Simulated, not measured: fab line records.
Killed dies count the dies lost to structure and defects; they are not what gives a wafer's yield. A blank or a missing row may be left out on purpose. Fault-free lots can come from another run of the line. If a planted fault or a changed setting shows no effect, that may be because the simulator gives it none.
Matching of chambers || flow n5 finfet || N5_ILD0_CMP_12 on cmp-03 has 4 sister chambers
The step polishes SiNx, stops on poly-Si, t overpolish 6 s, target thk 17.67 nm. 16 wafers are shown with their chamber, then 8 later ones without.

## WAFERS, EACH WITH ITS CHAMBER
{"wafer": "L076.2", "chamber": 1, "motor current A (A)": 9.3, "time to endpoint s (s)": 26.5, "overpolish run s (s)": 6.000}
{"wafer": "L076.3", "chamber": 0, "motor current A (A)": 8.1, "time to endpoint s (s)": 30.5, "overpolish run s (s)": 5.995}
{"wafer": "L076.5", "chamber": 1, "motor current A (A)": 9.0, "time to endpoint s (s)": 26.9, "overpolish run s (s)": 5.990}
{"wafer": "L075.4", "chamber": 0, "motor current A (A)": 9.1, "time to endpoint s (s)": 28.5, "overpolish run s (s)": 5.998}
{"wafer": "L075.5", "chamber": 2, "motor current A (A)": 9.3, "time to endpoint s (s)": 28.3, "overpolish run s (s)": 6.019}
{"wafer": "L075.6", "chamber": 1, "motor current A (A)": 9.1, "time to endpoint s (s)": 25.4, "overpolish run s (s)": 6.007}
{"wafer": "L077.4", "chamber": 0, "motor current A (A)": 8.5, "time to endpoint s (s)": 26.7, "overpolish run s (s)": 5.994}
{"wafer": "L077.5", "chamber": 0, "motor current A (A)": 8.3, "time to endpoint s (s)": 28.5, "overpolish run s (s)": 6.010}
{"wafer": "L077.6", "chamber": 3, "motor current A (A)": 10.4, "time to endpoint s (s)": 28.6, "overpolish run s (s)": 6.006}
{"wafer": "L079.2", "chamber": 0, "motor current A (A)": 8.0, "time to endpoint s (s)": 32.5, "overpolish run s (s)": 5.998}
{"wafer": "L079.5", "chamber": 2, "motor current A (A)": 8.8, "time to endpoint s (s)": 29.8, "overpolish run s (s)": 5.998}
{"wafer": "L079.6", "chamber": 3, "motor current A (A)": 11.2, "time to endpoint s (s)": 29.8, "overpolish run s (s)": 6.002}
{"wafer": "L084.2", "chamber": 0, "motor current A (A)": 8.2, "time to endpoint s (s)": 34.0, "overpolish run s (s)": 5.991}
{"wafer": "L084.3", "chamber": 3, "motor current A (A)": 10.9, "time to endpoint s (s)": 34.2, "overpolish run s (s)": 6.006}
{"wafer": "L084.4", "chamber": 1, "motor current A (A)": 9.1, "time to endpoint s (s)": 30.6, "overpolish run s (s)": 6.004}
{"wafer": "L089.3", "chamber": 0, "motor current A (A)": 8.5, "time to endpoint s (s)": 28.0, "overpolish run s (s)": 6.011}

SIGNATURES (averages over the wafers above)
{"reading": "motor current A", "chamber 0": 8.386, "chamber 1": 9.125, "chamber 2": 9.050, "chamber 3": 10.833, "scatter within a chamber": 0.33}
{"reading": "time to endpoint s", "chamber 0": 29.814, "chamber 1": 27.350, "chamber 2": 29.050, "chamber 3": 30.867, "scatter within a chamber": 2.51}
{"reading": "overpolish run s", "chamber 0": 5.99957, "chamber 1": 6.00025, "chamber 2": 6.00850, "chamber 3": 6.00467, "scatter within a chamber": 0.00799}
Rule: a wafer's distance from a chamber is the root of the sum, over the readings, of the square of ((its reading less the chamber's mean) divided by the reading's scatter). The wafer belongs to the nearest chamber; if the next one is less than 2 further off, it can't be placed. The scatter is the square root of a quotient: the sum, over the shown wafers, of each reading's squared deviation from its chamber's mean, divided by wafers minus chambers.

## WAFERS WITHOUT THEIR CHAMBER
{"wafer": "L089.4", "motor current A (A)": 8.4, "time to endpoint s (s)": 29.6, "overpolish run s (s)": 6.002}
{"wafer": "L089.5", "motor current A (A)": 10.4, "time to endpoint s (s)": 29.0, "overpolish run s (s)": 5.995}
{"wafer": "L090.2", "motor current A (A)": 8.9, "time to endpoint s (s)": 30.0, "overpolish run s (s)": 6.009}
{"wafer": "L090.3", "motor current A (A)": 8.2, "time to endpoint s (s)": 32.7, "overpolish run s (s)": 6.008}
{"wafer": "L090.4", "motor current A (A)": 10.6, "time to endpoint s (s)": 33.6, "overpolish run s (s)": 6.001}
{"wafer": "L095.2", "motor current A (A)": 8.6, "time to endpoint s (s)": 34.6, "overpolish run s (s)": 5.982}
{"wafer": "L095.3", "motor current A (A)": 8.8, "time to endpoint s (s)": 34.8, "overpolish run s (s)": 6.005}
{"wafer": "L095.6", "motor current A (A)": 11.3, "time to endpoint s (s)": 34.6, "overpolish run s (s)": 5.998}

## WHICH CHAMBER EACH WENT THROUGH
{"wafer": "L089.4", "from the rows above": "can't be placed: 0 or 2", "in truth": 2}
{"wafer": "L089.5", "from the rows above": 3, "in truth": 3}
{"wafer": "L090.2", "from the rows above": "can't be placed: 2 or 1 or 0", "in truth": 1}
{"wafer": "L090.3", "from the rows above": "can't be placed: 0 or 2 or 1", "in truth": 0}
{"wafer": "L090.4", "from the rows above": 3, "in truth": 3}
{"wafer": "L095.2", "from the rows above": "can't be placed: 0 or 1 or 2", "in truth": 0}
{"wafer": "L095.3", "from the rows above": "can't be placed: 0 or 2 or 1", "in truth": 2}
{"wafer": "L095.6", "from the rows above": 3, "in truth": 3}
3 of 8 placed correctly. These rows do not allow placing 5 (true chamber among the candidates in 5). Number placed wrongly: 0.
